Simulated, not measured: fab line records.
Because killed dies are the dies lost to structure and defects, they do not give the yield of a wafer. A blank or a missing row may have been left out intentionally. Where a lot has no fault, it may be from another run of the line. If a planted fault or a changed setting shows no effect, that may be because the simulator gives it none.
Problem report in the 8D (eight disciplines) form, filled by code | flow n5Finfet | the parts of the form that need people (team, actions taken, sign-off) are left out

1. WHAT IS WRONG
Wafers free of any fault read 1037 ohm/sq (standard deviation 6.8) for RS_NWELL at N5_BEOL_M4_RC_MEAS_101, against a mean of 953 ohm/sq on 9 wafers of 3 lots. Relative to the usual mean, that is a shift of -12 standard deviations.
Seen first at day 13 09:17 on prober-02, wafer L330.2. At this step, 30 wafers from 10 lots have a number in the record. The rule behind "out" and "out of limits": a value lying over 4 standard deviations away from the usual mean. All remaining wafers that have a number are taken as sound.

2. WHAT IT IS; WHAT IT IS NOT
question                    | is                     | is not
which readings at this step | RS_NWELL               | DIBL_P, IOFF_N, IOFF_P, SS_P
which lots                  | L330, L333, L334       | L318, L324, L325, L328, L338, L339, L341
which wafers of those lots  | all that have a number | -
read on which gauges        | prober-01, prober-02   | -
when                        | from day 13 09:17      | up to then (6 sound wafers); but 15 sound wafers of L325, L328, L338, L339, L341 came after

3. WHAT RULES OUT EACH SUSPECT
Counting: any tool at a process step up to the reading is kept as a suspect provided that every lot that is out went through it and no sound lot did after the first of them.
- the gauge at N5_BEOL_M4_RC_MEAS_101: ruled out. Those wafers that are out were read across 2 gauges (prober-01, prober-02).
- implanter-02 at N5_WELL_APT_IMPLANT_14: kept. Every lot that is out went through it, starting with L330 (day 4 13:49), and after that it ran no sound lot; the last sound lot it ran before then is L325 (day 3 08:03). Its own doseIonsCm2, faradayCurrentUA readings are out on those wafers.
Left after counting: implanter-02 at N5_WELL_APT_IMPLANT_14.

4. THE CAUSE (what the simulator had put in)
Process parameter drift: implanter-02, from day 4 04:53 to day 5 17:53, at N5_WELL_APT_IMPLANT_14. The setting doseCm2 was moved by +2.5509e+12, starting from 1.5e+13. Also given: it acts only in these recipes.
After counting, this tool was the only one left.

5. SEQUENCE OF EFFECTS, ordered by route
Rows list readings where the struck wafers' mean (over those with a number) sits beyond 3 standard deviations from the usual. Only readings for which the record gives a usual standard deviation are gone through. hours: the time from each lot's start at the first step in this table that gives one to its start at this step, as a median over the lots. sigmas: the change in usual standard deviations.
hours | step                   | reading          | usual       | on struck wafers | change      | sigmas
0     | N5_WELL_APT_IMPLANT_14 | doseIonsCm2      | 1.4997e+13  | 1.7543e+13       | +2.5458e+12 | +99 or more
0     | N5_WELL_APT_IMPLANT_14 | faradayCurrentUA | 190         | 224              | +34         | +8.8
220   | N5_BEOL_M4_RC_MEAS_101 | RS_NWELL         | 1037 ohm/sq | 953              | -84         | -12
Its process steps:
- N5_WELL_APT_IMPLANT_14

6. WHAT WOULD HAVE CAUGHT IT SOONER
Counted from the fault's start at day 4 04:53, it took 220 hours until the first out-of-limits reading at a measuring or inspecting step in this record, taken at day 13 09:17.
The tool's own readings at N5_WELL_APT_IMPLANT_14 were out on every struck wafer that the step has a row for (doseIonsCm2, faradayCurrentUA): an alarm limit on them would have fired on the first of those.
By day 13 09:17, every lot that is out (3) had started N5_WELL_APT_IMPLANT_14 on implanter-02. Tool hold at that time: it would have spared none of them.
